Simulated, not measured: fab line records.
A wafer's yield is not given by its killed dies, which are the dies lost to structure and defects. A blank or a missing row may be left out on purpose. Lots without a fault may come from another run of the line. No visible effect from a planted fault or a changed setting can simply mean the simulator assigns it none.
fab line records    flow n5_finfet
record: lots: 10  wafers: 27  last_day: 18
route steps=1938 shown BEOL_M2@882 BEOL_M4@1111
lots that met no fault: from a run of the same line without faults
start_h: hours from the record's first day to the start of the lot's first wafer shown    wait_h: time in hours since the lot's previous step    " same as the row above    L1.1+2: a row that stands for several wafers    - value missing, or start not given    * or withheld: withheld    < > ~ a bound
route shown NAME@n: a module of which the file shows steps, and the number in the route of the first    usual: mean and standard deviation over wafers with no fault    same: alike in all rows    chamber/n: place in a boat    sites: each site's reading    _std_site: their standard deviation    _edge_site: outer sites' mean less inner sites'    radius_mm: for every site, how far away it sits from the centre of the wafer    mask NAME#n: copy n    behind: tool/chamber where the wafer was last shaped    hold: reason for holding the lot/hours on hold/outcome of the hold    device: the n, p or np transistor that did not switch    end of line: the same wafers' tests at the end of the route    where a step has no rows: the recipe by itself    killed: at the first sort, the dies lost to defects and structure; wafer yield is something else    map: shows each die of a wafer: x if killed, . if not, _ if none is there
set.NAME: the setting the step ran with; set.NAME@STEP: the setting that earlier step ran with    model.NAME: the simulator's own value behind a step, which no gauge read
one table for each step of the route and one row for each wafer, over a sample of lots
services: from which hour (start_h, from the record's first day; less than 0 if before it) a tool's chamber was out of use, for how many hours, and why
== steps ==
step: N5_BEOL_M2_ALD_98
recipe: material: SiO2  target_thk_a: 25  temp_c: 100  ald_precursor_family: BDEAS  ald_co_reactant: O2-plasma  pulse_time_s: 1  co_reactant_pulse_time_s: 1  purge_time_s: 2  co_reactant_purge_time_s: 2  ald_cycles: 17  pressure_torr: 2
usual: heater_power_w: 78/12  precursor_pulse_height_rel: 1.003/0.02
lot.wafer  tool        chamber  start_h  wait_h  heater_power_w  precursor_pulse_height_rel  since_wet_clean_h
L929.3     ald_sin-03  3        134.68   0.5     84              0.992                       35
L929.4     "           2        "        "       82              0.984                       35
L929.6     "           3        "        "       84              1.034                       -
L931.1     ald_sin-02  2        155.37   0.1     79              0.995                       148
L931.4     "           0        "        "       65              1.016                       148
L931.6     "           0        "        "       67              0.981                       -
L932.3     ald_sin-04  1        162.86   0.5     84              0.987                       260
L932.4     "           0        "        "       68              0.991                       260
L932.6     "           0        "        "       69              1.008                       -
L935.4     ald_sin-04  1        170.30   0.3     82              1.014                       268
L935.5     "           1        "        "       83              0.994                       -
L935.6     "           0        "        "       67              0.975                       -
L937.2     ald_sin-03  0        182.60   0.1     103             1.025                       83
L937.4     "           1        "        "       60              1.041                       83
L937.5     "           1        "        "       61              1.017                       -
L940.1     ald_sin-03  3        214.35   0.8     85              1.038                       115
L940.2     "           0        "        "       101             1.000                       115
L940.3     "           1        "        "       62              1.046                       115
L941.2     ald_sin-03  3        214.44   0.6     84              1.015                       115
L941.3     "           0        "        "       106             0.974                       115
L941.4     "           2        "        "       79              0.981                       115
L948.1     ald_sin-03  3        252.33   0.1     83              1.026                       153
L949.3     ald_sin-03  2        271.26   1.2     81              0.990                       172
L949.4     "           0        "        "       105             0.991                       172
L949.6     "           0        "        "       104             0.971                       -
L952.2     ald_sin-04  1        282.25   0.7     84              1.008                       0
L952.5     "           1        "        "       84              0.987                       -
step: N5_BEOL_M2_VIA_ETCH_34
recipe: chemistry: C4F6/O2  target_depth_a: 694  mask_material: SOC  pressure_mtorr: 15  ion_energy_ev: 250  taper_deg: 4  time_s: 65.9  source_w: 350  bias_w: 170  Ar_flow_sccm: 300  C4F6_flow_sccm: 10  O2_flow_sccm: 10
usual: chamber_pressure_mTorr: 15.001/0.015  drypump_motor_current_A: 5.8/0.43  oes_product_au: 0.76/0.086  rf_vpp_V: 666/21  run_length_s: 89.2/0.48  showerhead_plenum_p_Torr: 2.85/0.091  throttle_valve_pct: 30.9/0.39
lot.wafer  tool         chamber  start_h  wait_h  chamber_pressure_mTorr  drypump_motor_current_A  oes_product_au  rf_hours_counter_h  rf_vpp_V  run_length_s  showerhead_plenum_p_Torr  throttle_valve_pct
L929.3     rie_diel-01  0        136.32   0.0     15.005                  6.2                      0.69            223                 623       89.7          2.72                      31.3
L929.4     "            2        "        "       15.018                  5.7                      0.77            -                   684       89.7          2.93                      31.1
L929.6     "            0        "        "       14.990                  6.3                      0.69            -                   624       89.8          2.72                      31.4
L931.1     rie_diel-01  3        162.04   0.0     15.003                  5.7                      0.77            166                 661       88.9          2.82                      30.8
L931.4     "            0        "        "       14.985                  6.3                      0.69            234                 623       90.3          2.72                      31.4
L931.6     "            1        "        "       14.995                  6.5                      0.71            -                   695       89.8          2.92                      30.3
L932.3     rie_diel-05  3        167.67   0.0     14.983                  5.7                      0.68            223                 678       89.6          2.93                      30.6
L932.4     "            0        "        "       15.004                  6.4                      0.74            160                 645       89.2          2.75                      30.9
L932.6     "            2        "        "       15.021                  5.8                      0.72            -                   677       89.5          2.82                      30.4
L935.4     rie_diel-01  2        180.42   0.0     15.011                  5.7                      0.75            -                   685       89.9          2.93                      31.1
L935.5     "            0        "        "       15.033                  6.3                      0.68            -                   624       89.9          2.72                      31.4
L935.6     "            3        "        "       15.008                  5.8                      0.75            -                   662       88.8          2.82                      30.8
L937.2     rie_diel-02  1        185.82   0.0     14.991                  5.9                      0.74            140                 685       88.5          2.71                      30.5
L937.4     "            2        "        "       15.010                  5.8                      0.79            99                  689       89.2          2.89                      30.9
L937.5     "            0        "        "       14.999                  5.3                      0.74            -                   631       89.0          2.82                      31.2
L940.1     rie_diel-05  2        218.29   0.0     15.016                  5.9                      0.71            217                 679       89.8          2.81                      30.4
L940.2     "            0        "        "       14.979                  6.4                      0.73            175                 644       89.2          2.75                      30.9
L940.3     "            1        "        "       15.005                  4.7                      0.66            221                 680       89.1          2.94                      31.5
L941.2     rie_diel-01  1        234.52   0.0     15.006                  6.5                      0.91            18                  666       89.9          2.91                      30.1
L941.3     "            3        "        "       14.991                  5.8                      0.74            192                 662       74.8          2.81                      30.8
L941.4     "            2        "        "       15.008                  5.7                      0.74            201                 685       89.3          2.91                      31.2
L948.1     rie_diel-01  2        252.61   0.0     15.012                  5.7                      0.73            207                 685       89.1          2.91                      31.2
L949.3     rie_diel-02  2        276.39   0.0     15.015                  5.7                      0.76            127                 688       89.1          2.87                      30.9
L949.4     "            0        "        "       15.001                  5.3                      0.69            -                   630       89.2          2.80                      31.3
L949.6     "            1        "        "       14.995                  5.9                      0.69            -                   684       88.6          2.70                      30.6
L952.2     rie_diel-02  0        282.92   0.0     15.003                  5.3                      0.69            235                 630       89.0          2.80                      31.2
L952.5     "            2        "        "       14.997                  5.7                      0.75            -                   690       89.1          2.87                      30.9
step: N5_BEOL_M2_STRIP_97
recipe: chemistry: N2/H2  time_s: 10  power_w: 450  temp_c: 40  pressure_mtorr: 20  rf_frequency_hz: 6e+07  bias_power_w: 7  n2_flow_sccm: 200  h2_flow_sccm: 200
usual: chamber_pressure_mTorr: 20.000/0.019  drypump_motor_current_A: 5.8/0.43  oes_product_au: 0.76/0.082  rf_vpp_V: 59.3/0.89  showerhead_plenum_p_Torr: 2.56/0.08  throttle_valve_pct: 23.8/0.41
lot.wafer  tool         chamber  start_h  wait_h  chamber_pressure_mTorr  drypump_motor_current_A  oes_product_au  rf_hours_counter_h  rf_vpp_V  showerhead_plenum_p_Torr  throttle_valve_pct
L929.3     rie_diel-01  0        -        -       19.996                  6.2                      0.69            224                 57.6      2.41                      24.0
L929.4     "            2        "        "       19.967                  5.7                      0.77            -                   59.5      2.65                      24.1
L929.6     "            0        "        "       20.003                  6.2                      0.69            -                   57.9      2.41                      24.0
L931.1     rie_diel-01  3        -        -       19.990                  5.8                      0.76            166                 60.0      2.53                      23.8
L931.4     "            0        "        "       19.969                  6.3                      0.67            234                 59.3      2.41                      24.0
L931.6     "            1        "        "       20.007                  6.6                      0.68            -                   62.1      2.63                      23.4
L932.3     rie_diel-05  3        -        -       20.003                  5.6                      0.68            223                 59.0      2.61                      23.4
L932.4     "            0        "        "       19.990                  6.4                      0.75            160                 58.5      2.45                      23.7
L932.6     "            2        "        "       19.993                  5.9                      0.71            -                   59.7      2.49                      23.0
L935.4     rie_diel-01  2        -        -       20.024                  5.7                      0.76            -                   60.0      2.64                      24.2
L935.5     "            0        "        "       19.955                  6.3                      0.67            -                   58.6      2.40                      24.0
L935.6     "            3        "        "       19.969                  5.7                      0.75            -                   59.1      2.53                      23.8
L937.2     rie_diel-02  1        -        -       19.979                  5.9                      0.75            140                 58.7      2.47                      24.1
L937.4     "            2        "        "       20.000                  5.7                      0.80            99                  58.9      2.58                      23.7
L937.5     "            0        "        "       19.991                  5.3                      0.74            -                   58.0      2.53                      24.4
L940.1     rie_diel-05  2        -        -       20.001                  5.9                      0.69            217                 58.9      2.49                      23.0
L940.2     "            0        "        "       19.955                  6.4                      0.75            175                 59.6      2.44                      23.7
L940.3     "            1        "        "       20.017                  4.8                      0.67            221                 58.8      2.61                      24.3
L941.2     rie_diel-01  1        -        -       20.036                  6.6                      0.89            18                  60.2      2.62                      23.2
L941.3     "            3        "        "       20.013                  5.8                      0.73            192                 58.8      2.52                      23.8
L941.4     "            2        "        "       20.005                  5.7                      0.73            201                 59.1      2.63                      24.2
L948.1     rie_diel-01  2        -        -       19.994                  5.7                      0.73            207                 60.2      2.62                      24.2
L949.3     rie_diel-02  2        -        -       20.008                  5.8                      0.77            127                 58.3      2.56                      23.7
L949.4     "            0        "        "       20.007                  5.3                      0.71            -                   59.6      2.52                      24.5
L949.6     "            1        "        "       19.995                  5.9                      0.71            -                   59.2      2.45                      24.1
L952.2     rie_diel-02  0        -        -       20.032                  5.3                      0.71            235                 58.1      2.52                      24.5
L952.5     "            2        "        "       19.984                  5.7                      0.77            -                   58.6      2.56                      23.7
step: N5_BEOL_M2_DEGAS_44
recipe: ambient: vacuum  temp_c: 250  time_s: 60
usual: heater_power_w: 337/23
lot.wafer  tool            chamber  start_h  wait_h  heater_power_w
L929.3     pvd_sputter-01  -        136.83   0.1     347
L929.4     "               -        "        "       320
L929.6     "               -        "        "       356
L931.1     pvd_sputter-02  -        163.06   0.6     337
L931.4     "               -        "        "       316
L931.6     "               -        "        "       363
L932.3     pvd_sputter-02  -        168.37   0.2     317
L932.4     "               -        "        "       340
L932.6     "               -        "        "       350
L935.4     pvd_sputter-02  -        181.13   0.3     340
L935.5     "               -        "        "       318
L935.6     "               -        "        "       311
L937.2     pvd_sputter-02  -        187.73   1.5     308
L937.4     "               -        "        "       340
L937.5     "               -        "        "       317
L940.1     pvd_sputter-03  -        218.76   0.1     341
L940.2     "               -        "        "       352
L940.3     "               -        "        "       293
L941.2     pvd_sputter-03  -        235.23   0.3     294
L941.3     "               -        "        "       352
L941.4     "               -        "        "       336
L948.1     pvd_sputter-03  -        253.43   0.4     341
L949.3     pvd_sputter-01  -        276.97   0.2     352
L949.4     "               -        "        "       315
L949.6     "               -        "        "       379
L952.2     pvd_sputter-02  -        284.97   1.6     320
L952.5     "               -        "        "       320
step: N5_BEOL_M4_RC_MEAS_101
usual: DIBL_N: 36.0/2.5  DIBL_P: 36.2/3  IOFF_N: 0.16/0.044  IOFF_P: 0.21/0.049  ION_N: 671/15  ION_P: 461/8.7  SS_N: 71.5/0.72  SS_P: 73.4/0.9  VT_N: 251/4.4  VT_P: -250/4
lot.wafer  tool       chamber  start_h  wait_h  DIBL_N[mV/V]  DIBL_P[mV/V]  IOFF_N[nA/um]  IOFF_P[nA/um]  ION_N[uA/um]  ION_P[uA/um]  SS_N[mV/dec]  SS_P[mV/dec]  VT_N[mV]  VT_P[mV]
L929.3     prober-01  0        180.36   0.3     34.7          33.8          0.13           0.20           653           456           71.5          72.0          255       -250
L929.4     "          0        "        "       36.7          36.3          0.16           0.24           672           469           71.4          73.8          249       -243
L929.6     "          0        "        "       33.9          32.7          0.12           0.19           667           468           71.0          72.1          252       -246
L931.1     prober-01  0        189.85   0.8     39.1          39.3          0.23           0.27           683           463           73.2          74.2          247       -246
L931.4     "          0        "        "       36.2          36.5          0.17           0.23           688           468           71.3          73.4          248       -248
L931.6     "          0        "        "       35.8          34.4          0.16           0.20           659           451           71.9          73.2          249       -248
L932.3     prober-02  0        206.96   0.3     32.7          34.3          0.12           0.18           656           455           70.9          72.2          252       -249
L932.4     "          0        "        "       37.3          40.0          0.20           0.24           677           459           72.3          74.3          247       -249
L932.6     "          0        "        "       35.7          38.5          0.16           0.24           663           461           71.7          74.3          253       -247
L935.4     prober-01  0        219.58   0.5     36.4          36.8          0.15           0.20           678           464           71.5          73.5          252       -251
L935.5     "          0        "        "       34.6          33.4          0.11           0.16           653           452           70.4          72.5          255       -253
L935.6     "          0        "        "       35.0          35.4          0.12           0.20           669           468           71.6          72.8          255       -252
L937.2     prober-01  0        222.69   0.2     34.1          32.0          0.11           0.14           661           453           70.8          72.9          259       -259
L937.4     "          0        "        "       36.0          35.3          0.13           0.16           658           450           71.4          73.9          255       -258
L937.5     "          0        "        "       37.1          37.1          0.15           0.20           654           455           72.1          74.2          251       -254
L940.1     prober-02  0        251.89   0.0     36.6          36.2          0.16           0.21           666           452           71.6          73.5          252       -250
L940.2     "          0        "        "       38.0          37.7          0.18           0.22           680           460           71.9          74.1          249       -253
L940.3     "          0        "        "       30.6          28.6          0.08           0.11           656           446           70.4          71.3          259       -260
L941.2     prober-02  0        260.87   0.2     40.2          39.5          0.21           0.29           695           476           72.0          74.3          243       -245
L941.3     "          0        "        "       38.9          37.9          0.18           0.24           676           471           72.1          73.6          247       -248
L941.4     "          0        "        "       38.6          36.6          0.17           0.22           668           456           71.9          73.7          250       -250
L948.1     prober-01  0        286.74   0.4     33.0          31.1          0.10           0.15           653           454           71.0          71.9          258       -255
L949.3     prober-02  0        306.95   0.3     36.2          37.6          0.16           0.25           674           477           71.6          73.7          250       -247
L949.4     "          0        "        "       33.7          33.4          0.11           0.17           657           453           71.6          72.2          256       -254
L949.6     "          0        "        "       39.4          39.8          0.22           0.28           694           471           73.2          73.9          243       -246
L952.2     prober-02  0        318.85   0.2     37.1          38.2          0.17           0.21           685           470           71.1          74.5          253       -253
L952.5     "          0        "        "       34.0          34.5          0.12           0.16           675           460           70.8          73.5          252       -258
== services ==
tool            chamber  start_h  hours  kind
pvd_sputter-01  -        112.07   4.3    repair
ald_sin-04      -        112.23   14.6   pm
rie_diel-05     3        132.65   7.5    repair
pvd_sputter-02  -        134.70   2.2    repair
rie_diel-01     1        135.00   12.9   repair
pvd_sputter-01  -        138.71   1.8    repair
ald_sin-04      0        172.66   11.4   repair
rie_diel-01     1        177.02   -      clean
rie_diel-01     1        177.02   -      consumable_replace:esc
rie_diel-01     1        177.02   -      consumable_replace:focus_ring
rie_diel-01     1        177.02   20.8   scheduled_down
rie_diel-01     1        177.02   20.8   vent_cycle
rie_diel-02     -        195.71   3.6    repair
ald_sin-03      2        196.91   10.2   repair
rie_diel-01     0        199.26   -      clean
rie_diel-01     0        199.26   -      consumable_replace:focus_ring
rie_diel-01     0        199.26   -      consumable_replace:showerhead
rie_diel-05     0        203.48   8.1    repair
rie_diel-02     2        205.00   27.5   repair
rie_diel-02     0        226.35   10.5   repair
rie_diel-02     3        241.86   46.0   repair
ald_sin-02      3        248.55   4.9    repair
rie_diel-05     -        266.00   4.0    pm
ald_sin-04      -        268.25   14.0   pm
== key ==
first_sign: step: N5_BEOL_M2_VIA_ETCH_34  reading: run_length_s  direction: down  sigmas: 30  usual: *  struck: *
effect none on later readings
met_at N5_BEOL_M2_VIA_ETCH_34
struck_lots L941
struck_wafers L941.3
not_acting_at N5_BEOL_M2_ALD_98,N5_BEOL_M2_STRIP_97,N5_BEOL_M2_DEGAS_44
onset_between 180.42 234.52
fault: kind: process_parameter_drift  tool: rie_diel-01  chamber: -  onset_h: 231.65  steps: N5_BEOL_M2_VIA_ETCH_34  channel: time_s  offset: *  shape: step  end_h: 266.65  scope: struck_wafers_only  acts_in: *  stated: *
